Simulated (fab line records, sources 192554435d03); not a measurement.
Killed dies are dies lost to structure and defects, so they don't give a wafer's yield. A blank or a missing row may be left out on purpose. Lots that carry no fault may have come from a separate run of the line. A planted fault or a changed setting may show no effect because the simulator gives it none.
Comparing a struck lot with a sound one | flow n5-finfet | 16 steps out of a route of 1938
Sound: these wafers, L572.1, L572.3, L572.5. Struck: wafer L579.1 (left out: L579.3, L579.4 of the same lot, which were not struck); the cause appears at the end.
Each step with rows lists, per side, the tool, then ch with its chambers, then its first start. Under that, the readings that differ: sound wafers | struck wafers | difference of the means | sigmas: that difference in standard deviations of wafers without a fault.
alike: a reading whose means differ by less than 2 such deviations, as well as words and numbers matching on both sides. not compared: withheld readings; readings where some wafer has no value; bounds like >300 that might hide an equal value; numbers whose values overlap and for which the record gives no deviation.
A row with sigmas, a row that says differs or no value, or rows on one side alone: a step with any of these is where the two part. Non-overlapping numbers with no deviation appear without sigmas and do not part them. Lack of a reading on every wafer of one side parts them only where that side has two or more wafers.

first, 6 steps without rows for these wafers: N5_BEOL_M3_COAT_22 (resist thk 30 nm); N5_BEOL_M3_EBR_24; N5_BEOL_M3_SOFTBAKE_23 (time 60 s); N5_BEOL_M3_EXPOSE_25 (exposes mask V2, defocus 5 nm); N5_BEOL_M3_PEB_26 (peb time 60 s); N5_BEOL_M3_DEVELOP_27 (develop time 30 s).
N5_BEOL_M3_CD_MEAS_28: target cd 25.7 nm, target cd y 23.3 nm.
  sound on cd-sem-01 ch 0, day 8 02:17; struck on cd-sem-02 ch 0, day 10 07:58
  alike: cd-nm
N5_BEOL_M3_OVL_MEAS_29:
  sound on overlay-02 ch 0, day 8 02:19; struck on overlay-01 ch 0, day 10 08:00
  reading     | sound          | struck | difference | sigmas
  V2_OVL (nm) | -1.2 -1.5 -1.1 | -2.9   | -1.6       | -2
N5_BEOL_M3_INSPECT_30: inspects for defects (brightfield).
  sound: defect-inspect-01 at day 8 02:23; struck: defect-inspect-02 at day 10 08:04
  alike: raw-defect-count
N5_BEOL_M3_DESCUM_33: chemistry O2, time 7 s.
  sound on rie-diel-03 ch 0,2, day 8 02:25; struck on rie-diel-05 ch 3, day 10 08:06
  reading                | sound             | struck | difference | sigmas
  throttle-valve-pct (%) | 20.76 20.55 20.77 | 20.22  | -0.47      | -3
  alike: drypump-motor-current-A, oes-product-au, rf-vpp-V, showerhead-plenum-p-Torr
  not compared: rf-hours-counter-h
N5_BEOL_M3_ETCH_77: etches underlayer in N2/H2, target depth 6.5 nm, time 5.2 s.
  sound on rie-diel-03 ch 0,2, day 8 02:26; struck on rie-diel-05 ch 3, day 10 08:08
  reading                | sound             | struck | difference | sigmas
  throttle-valve-pct (%) | 18.16 17.89 18.17 | 17.48  | -0.59      | -3
  alike: bias-w, drypump-motor-current-A, etch-rf-on-time-s, oes-product-au, rf-vpp-V, showerhead-plenum-p-Torr
  not compared: rf-hours-counter-h
N5_BEOL_M3_ETCH_69: etches SiARC in CF4, target depth 15.6 nm, time 26 s.
  sound on rie-diel-03 ch 0,2, day 8 02:28; struck on rie-diel-05 ch 3, day 10 08:09
  reading                | sound             | struck | difference | sigmas
  throttle-valve-pct (%) | 15.84 15.78 15.85 | 15.30  | -0.52      | -3
  alike: bias-w, drypump-motor-current-A, etch-rf-on-time-s, oes-product-au, rf-vpp-V, showerhead-plenum-p-Torr
  not compared: rf-hours-counter-h
N5_BEOL_M3_ALD_98: deposits SiO2, target thk 2.5 nm, pulse time 1 s, co reactant pulse time 1 s.
  sound on ald-sin-03 ch 0,2,3, day 8 02:32; struck on ald-sin-02 ch 1, day 10 08:14
  reading                                  | sound       | struck | difference | sigmas
  ald-cycles                               | 17 17 17    | 5      | -12        |
  model.SiO2_of_BEOL_M3_ALD_98.thk-nm (nm) | 2.4 2.4 2.4 | 0.8    | -1.6       |
  alike: heater-power-w, precursor-pulse-height-rel
N5_BEOL_M3_ETCHBACK_99: etches SiO2 in CHF3, target depth 5 nm, time 10.4 s.
  sound on rie-diel-03 ch 0,1,2, day 8 03:10; struck on rie-diel-04 ch 3, day 10 10:02
  alike: bias-w, drypump-motor-current-A, oes_f_703_au, oes-product-au, rf-vpp-V, showerhead-plenum-p-Torr, throttle-valve-pct
  not compared: rf-hours-counter-h
N5_BEOL_M4_RC_MEAS_101:
  sound on prober-02 ch 0, day 9 01:40; struck on prober-01 ch 0, day 11 11:22
  alike: DIBL_N, DIBL_P, IOFF_N, IOFF_P, ION_N, ION_P, SS_N, SS_P, VT_N, VT_P
N5_PASSIVATION_PROBE_49:
  the record has rows for the sound wafers here (prober-02, day 13 20:06) and none for the struck ones

== WHERE THEY PART ==
Earliest at N5_BEOL_M3_OVL_MEAS_29; latest, in this record, at N5_PASSIVATION_PROBE_49.

WHY: whatever the simulator had introduced
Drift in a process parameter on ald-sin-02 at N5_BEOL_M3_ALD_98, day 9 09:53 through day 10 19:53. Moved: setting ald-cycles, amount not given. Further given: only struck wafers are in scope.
